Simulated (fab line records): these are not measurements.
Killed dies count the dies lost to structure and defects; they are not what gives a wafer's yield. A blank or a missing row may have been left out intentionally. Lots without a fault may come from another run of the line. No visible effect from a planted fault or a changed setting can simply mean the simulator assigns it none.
Struck lot and sound lot, side by side ; flow nandHarc ; 24 out of 1302 route steps
Sound: these wafers, L712.2, L712.4, L712.5. Wafers L702.1, L702.2, L702.5 were the ones struck. At the end, the cause is stated.
At each step with rows: each side's tool, then ch and its chambers, then its first start. Under that, the readings that differ: sound wafers ; struck wafers ; difference of the means ; sigmas: that difference in standard deviations of wafers without a fault.
alike: same words and numbers on both sides, and readings whose means sit less than 2 such deviations apart. not compared: any withheld reading, any reading some wafer has no value for, any bound like >300 that may hide the same value, and any number with overlapping values for which the record gives no deviation.
A row with sigmas, a row that says differs or no value, or rows on one side alone: a step with any of these is where the two part. Numbers that don't overlap but have no deviation are shown without sigmas and don't part them. A reading missing from all wafers of one side parts the sides only when that side holds two or more wafers.

first, 9 steps without rows for these wafers: NHARC_A_CHANNEL_HOLE_D2_DESCUM_15 (chemistry O2, time 3 s); NHARC_A_CHANNEL_HOLE_D2_ETCH_38 (etches the open film in CF4, target depth 39 nm, time 65 s); NHARC_A_CHANNEL_HOLE_D2_ETCH_39 (etches the open film in N2/H2, target depth 260 nm, time 325 s); NHARC_A_CHANNEL_HOLE_D2_ETCH_34 (etches the open film in CF4/CHF3, target depth 154 nm, time 77 s); NHARC_A_CHANNEL_HOLE_D2_ETCH_16 (etches the open film in O2/COS, target depth 3100 nm, time 806 s); NHARC_A_CHANNEL_HOLE_D2_ETCH_19 (etches the open film in C4F8/O2/Ar, time 34.5 s); NHARC_A_CHANNEL_HOLE_D2_ETCH_20 (etches the open film in C4F8/O2/Ar, time 361.9 s, target depth 1600 nm); NHARC_A_CHANNEL_HOLE_D2_ETCH_21 (etches the open film in C4F8/O2/Ar, time 514.3 s, target depth 1600 nm); NHARC_A_CHANNEL_HOLE_D2_ETCH_22 (etches the open film in C4F8/O2/Ar, time 666.7 s, target depth 1600 nm).
NHARC_A_CHANNEL_HOLE_D2_ETCH_23: etches the open film in C4F8/O2/Ar, time 819 s, target depth 1600 nm.
  sound on harEtch-02 ch 0, day 21 07:20; struck on harEtch-01 ch 0,1, day 17 01:46
  no value came back on the struck wafers for any of 6 readings (c4f8FlowSccm (sccm), chamberPressureMTorr (mTorr) and others); on the sound wafers c4f8FlowSccm (sccm) reads 89.04 89.59 89.39
  not compared: rfHoursCounterH
then, 7 steps without rows for these wafers: NHARC_A_CHANNEL_HOLE_D2_ETCH_24 (etches the open film in C4F8/O2/Ar, time 906.2 s, target depth 1500 nm); NHARC_A_CHANNEL_HOLE_D2_ETCH_25 (etches the open film in C4F8/O2/Ar, time 1040.2 s, target depth 1500 nm); NHARC_A_CHANNEL_HOLE_D2_ETCH_26 (etches the open film in C4F8/O2/Ar, time 224.1 s, target depth 300 nm); NHARC_A_CHANNEL_HOLE_D2_ETCH_27 (etches the open film in C4F8/O2/Ar, time 90 s, target depth 400 nm); NHARC_A_CHANNEL_HOLE_D2_STRIP_41 (strips in N2/H2); NHARC_A_CHANNEL_HOLE_D2_STRIP_42 (strips in CF4/CHF3); NHARC_A_CHANNEL_HOLE_D2_STRIP_43 (strips in O2/COS).
NHARC_A_CHANNEL_HOLE_D2_ETCH_44: etches the open film in CF4/O2, target depth 140 nm, overetch 14 nm, time 77 s.
  sound on rieDiel-04 ch 1,3, day 21 10:31; struck on rieDiel-04 ch 1,2, day 17 05:03
  alike: biasW, cf4FlowSccm, drypumpMotorCurrentA, oesProductAu, rfVppV, showerheadPlenumPTorr, throttleValvePct
  not compared: rfHoursCounterH, model.A_CHANNEL_HOLE_D2.cdNm
then, 3 steps without rows for these wafers: NHARC_A_CHANNEL_HOLE_D2_STRIP_28 (strips in O2); NHARC_A_CHANNEL_HOLE_D2_PRECLEAN_29 (cleans in SC1); NHARC_A_CHANNEL_HOLE_D2_SRD_30.
NHARC_A_CHANNEL_HOLE_D2_CD_MEAS_31:
  struck on cdSem-01, day 17 05:50; sound on cdSem-01, day 21 11:18
reading;sound;struck;difference;sigmas
cdNm (nm);91.9 91.9 91.6;0.7 2.9 0.5;-90.4;-65
NHARC_A_CHANNEL_HOLE_D2_XSEM_32:
  sound on xsem-01 ch 0, day 21 11:23; struck on xsem-01 ch 0, day 17 05:56
reading;sound;struck;difference;sigmas
botCdNm (nm);76.5 76.9 76.8;1.4 3.6 1.2;-74.7;-47
bowNm (nm);8.92 8.93 8.96;0.40 0.39 0.39;-8.54;-41
  alike: tiltDeg
-- the record jumps here: 11 days lie between the struck wafers' starts before and after (it left off in module A_CHANNEL_HOLE_D2 and takes up again in module END, whose first step shown is number 1302 of the route) --
NHARC_END_SORT_01:
  sound on prober-01 ch 0, day 32 21:10; struck on prober-02 ch 0, day 28 05:22
reading;sound;struck;difference;sigmas
killedAtArray;52 55 52;675 669 669;+618;+31
killedDies;53 59 53;677 677 677;+622;+31
  alike: killedAtOther, killedAtPeriphery, killedOpen, killedShort

WHERE THEY PART
First at NHARC_A_CHANNEL_HOLE_D2_ETCH_23; last, within this record, at NHARC_END_SORT_01.

WHY: whatever the simulator had introduced
Skipped step whole: harEtch-01, from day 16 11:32 on, at NHARC_A_CHANNEL_HOLE_D2_ETCH_23. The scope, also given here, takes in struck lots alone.
